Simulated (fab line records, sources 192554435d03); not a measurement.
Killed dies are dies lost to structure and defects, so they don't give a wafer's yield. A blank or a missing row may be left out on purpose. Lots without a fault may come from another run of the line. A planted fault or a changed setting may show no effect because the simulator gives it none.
Which tool did it? | flow n5_finfet | 24 lots, 72 wafers sampled, at 3 steps of a route of 1938

WHAT THE GAUGES READ, wafer by wafer
N5_BEOL_M1_OVL_MEAS_12. Usual: M1_OVL 0.0 nm, standard deviation 0.66.
lot  | measured     | on         | M1_OVL (nm)    | flag
L074 | day 6 05:03  | overlay-02 | 0.4 0.7 0.2    |
L075 | day 6 17:52  | overlay-01 | 0.1 -0.8 0.9   |
L076 | day 7 05:36  | overlay-01 | -0.5 -0.1 -0.2 |
L077 | day 7 07:58  | overlay-01 | -0.1 1.1 0.5   |
L078 | day 7 10:34  | overlay-01 | -0.3 -0.3 0.1  |
L079 | day 7 15:29  | overlay-01 | -0.6 -0.6 -1.2 |
L080 | day 7 18:03  | overlay-01 | 0.4 0.1 0.1    |
L081 | day 7 20:15  | overlay-01 | 0.1 0.3 0.8    |
L082 | day 8 01:10  | overlay-01 | -0.5 -0.1 -0.2 |
L083 | day 8 08:58  | overlay-01 | 1.1 0.8 1.4    |
L084 | day 8 16:10  | overlay-02 | -0.8 -0.3 -0.4 |
L085 | day 9 00:44  | overlay-01 | 0.1 1.7 2.1    |
L086 | day 9 02:05  | overlay-01 | -0.6 0.0 -0.1  |
L087 | day 9 07:33  | overlay-01 | -0.2 1.2 -0.5  |
L088 | day 9 13:21  | overlay-02 | 0.1 0.6 0.5    |
L089 | day 9 22:38  | overlay-01 | 0.1 0.0 -0.3   |
L090 | day 10 09:08 | overlay-01 | -0.3 -0.4 -0.1 |
L091 | day 10 10:19 | overlay-01 | -0.4 -0.9 -1.1 |
L092 | day 10 13:03 | overlay-01 | -0.1 0.0 0.4   |
L093 | day 10 21:41 | overlay-02 | 0.0 -0.4 0.1   |
L095 | day 11 10:40 | overlay-01 | 0.3 -0.7 -0.3  |
L096 | day 11 14:17 | overlay-02 | 0.1 -0.3 -0.1  |
L094 | day 11 14:28 | overlay-02 | 0.2 -0.1 1.1   |
L097 | day 11 17:31 | overlay-02 | 0.9 1.2 1.0    |

WHICH TOOL RAN EACH LOT (tool, then ch and the chambers of the sampled wafers, then the start)
lot  | N5_BEOL_M0_SPUTTER_132       | N5_BEOL_M0_ANNEAL_119
L074 | pvd_sputter-01, day 5 23:53  | rtp_anneal-01 ch 0, day 6 00:56
L075 | pvd_sputter-01, day 6 13:44  | rtp_anneal-02 ch 0, day 6 14:20
L076 | pvd_sputter-03, day 7 02:40  | rtp_anneal-02 ch 0, day 7 03:46
L077 | pvd_sputter-03, day 7 03:07  | rtp_anneal-01 ch 0, day 7 04:06
L078 | pvd_sputter-01, day 7 08:10  | rtp_anneal-02 ch 0, day 7 08:37
L079 | pvd_sputter-01, day 7 13:25  | rtp_anneal-01 ch 0, day 7 13:51
L080 | pvd_sputter-03, day 7 15:52  | rtp_anneal-01 ch 0, day 7 16:21
L081 | pvd_sputter-02, day 7 17:43  | rtp_anneal-02 ch 0, day 7 18:08
L082 | pvd_sputter-01, day 7 19:58  | rtp_anneal-01 ch 0, day 7 20:33
L083 | pvd_sputter-02, day 8 07:00  | rtp_anneal-02 ch 0, day 8 07:31
L084 | pvd_sputter-01, day 8 13:05  | rtp_anneal-01 ch 0, day 8 13:31
L085 | pvd_sputter-03, day 8 20:52  | rtp_anneal-02 ch 0, day 8 21:21
L086 | pvd_sputter-01, day 8 23:32  | rtp_anneal-01 ch 0, day 8 23:59
L087 | pvd_sputter-03, day 9 03:31  | rtp_anneal-02 ch 0, day 9 04:04
L088 | pvd_sputter-02, day 9 09:14  | rtp_anneal-02 ch 0, day 9 10:13
L089 | pvd_sputter-02, day 9 19:48  | rtp_anneal-02 ch 0, day 9 20:17
L090 | pvd_sputter-01, day 10 05:43 | rtp_anneal-02 ch 0, day 10 06:10
L091 | pvd_sputter-03, day 10 08:05 | rtp_anneal-01 ch 0, day 10 08:40
L092 | pvd_sputter-02, day 10 10:10 | rtp_anneal-02 ch 0, day 10 11:10
L093 | pvd_sputter-02, day 10 18:44 | rtp_anneal-02 ch 0, day 10 19:10
L095 | pvd_sputter-01, day 11 08:15 | rtp_anneal-02 ch 0, day 11 08:44
L096 | pvd_sputter-03, day 11 10:25 | rtp_anneal-02 ch 0, day 11 11:02
L094 | pvd_sputter-01, day 11 10:50 | rtp_anneal-01 ch 0, day 11 11:16
L097 | pvd_sputter-03, day 11 15:10 | rtp_anneal-02 ch 0, day 11 15:35
- N5_BEOL_M0_SPUTTER_132: material Cu, target thk 4 nm, time 7.37 s.
- N5_BEOL_M0_ANNEAL_119: time 90 s.

WHAT THE TOOLS THEMSELVES READ (means of the sampled wafers that have a number; where no wafer has one, the mark that the record gives instead)
N5_BEOL_M0_SPUTTER_132. Usual: chamber_pressure_pa 0.06999 Pa, standard deviation 0.00013; chuck_gas_flow_sccm 1.26 sccm, standard deviation 0.049; substrate_temp_c -20.00 C, standard deviation 0.095; throttle_valve_pct 29.9 %, standard deviation 1.3.
lot  | tool           | chamber_pressure_pa (Pa) | chuck_gas_flow_sccm (sccm) | substrate_temp_c (C) | throttle_valve_pct (%) | flag
L074 | pvd_sputter-01 | 0.07004                  | 1.28                       | -20.02               | 29.8                   |
L075 | pvd_sputter-01 | 0.06998                  | 1.24                       | -20.01               | 29.7                   |
L076 | pvd_sputter-03 | 0.06997                  | 1.27                       | -19.99               | 30.1                   |
L077 | pvd_sputter-03 | 0.06996                  | 1.23                       | -19.95               | 29.3                   |
L078 | pvd_sputter-01 | 0.06988                  | 1.27                       | -19.94               | 30.1                   |
L079 | pvd_sputter-01 | 0.06987                  | 1.25                       | -19.94               | 29.5                   |
L080 | pvd_sputter-03 | 0.06999                  | 1.27                       | -19.97               | 29.0                   |
L081 | pvd_sputter-02 | 0.07003                  | 1.27                       | -19.96               | 29.3                   |
L082 | pvd_sputter-01 | 0.07001                  | 1.22                       | -20.01               | 30.0                   |
L083 | pvd_sputter-02 | 0.06993                  | 1.19                       | -19.97               | 30.8                   |
L084 | pvd_sputter-01 | 0.06996                  | 1.25                       | -19.97               | 29.7                   |
L085 | pvd_sputter-03 | 0.06999                  | 1.28                       | -19.99               | 31.4                   |
L086 | pvd_sputter-01 | 0.07003                  | 1.28                       | -19.95               | 29.8                   |
L087 | pvd_sputter-03 | 0.07001                  | 1.31                       | -20.08               | 30.4                   |
L088 | pvd_sputter-02 | 0.07001                  | 1.23                       | -19.99               | 30.4                   |
L089 | pvd_sputter-02 | 0.07009                  | 1.25                       | -20.02               | 30.6                   |
L090 | pvd_sputter-01 | 0.06998                  | 1.27                       | -19.91               | 29.8                   |
L091 | pvd_sputter-03 | 0.07012                  | 1.31                       | -20.00               | 27.9                   |
L092 | pvd_sputter-02 | 0.06991                  | 1.25                       | -20.07               | 30.0                   |
L093 | pvd_sputter-02 | 0.06999                  | 1.24                       | -20.11               | 29.4                   |
L095 | pvd_sputter-01 | 0.07011                  | 1.31                       | -19.96               | 29.8                   |
L096 | pvd_sputter-03 | 0.06987                  | 1.29                       | -19.99               | 30.1                   |
L094 | pvd_sputter-01 | 0.06997                  | 1.28                       | -20.01               | 29.6                   |
L097 | pvd_sputter-03 | 0.07004                  | 1.25                       | -19.98               | 29.9                   |

N5_BEOL_M0_ANNEAL_119. Usual: wafer_temp_C_max 225.9, standard deviation 0.4.
lot  | tool          | wafer_temp_C_max | flag
L074 | rtp_anneal-01 | 226.2            |
L075 | rtp_anneal-02 | 225.6            |
L076 | rtp_anneal-02 | 225.6            |
L077 | rtp_anneal-01 | 226.2            |
L078 | rtp_anneal-02 | 225.6            |
L079 | rtp_anneal-01 | 226.4            |
L080 | rtp_anneal-01 | 226.2            |
L081 | rtp_anneal-02 | 225.8            |
L082 | rtp_anneal-01 | 226.5            |
L083 | rtp_anneal-02 | 225.8            |
L084 | rtp_anneal-01 | 226.3            |
L085 | rtp_anneal-02 | 225.7            |
L086 | rtp_anneal-01 | 226.2            |
L087 | rtp_anneal-02 | 225.6            |
L088 | rtp_anneal-02 | 225.7            |
L089 | rtp_anneal-02 | 225.7            |
L090 | rtp_anneal-02 | 225.7            |
L091 | rtp_anneal-01 | 226.4            |
L092 | rtp_anneal-02 | 225.7            |
L093 | rtp_anneal-02 | 225.8            |
L095 | rtp_anneal-02 | 225.7            |
L096 | rtp_anneal-02 | 225.6            |
L094 | rtp_anneal-01 | 226.4            |
L097 | rtp_anneal-02 | 226.0            |

THE ANSWER, worked out from the rows above alone
Rule: a lot is off if the mean of its wafers that have a number lies more than 3 standard deviations from the usual mean. A lot without any number at a reading at which 4 lots or more have one is off too. The other lots that the step has rows for count as sound. The gauges are gone through in route order, then the tools' own readings, and for those a lot's mean is taken as printed above. The first step at which some lot is off is used, and at that step the reading that is off furthest; a lot without a number counts as furthest.
No lot is off at any reading shown: from this, nothing can be told.

WHAT THE SIMULATOR HAD PUT IN
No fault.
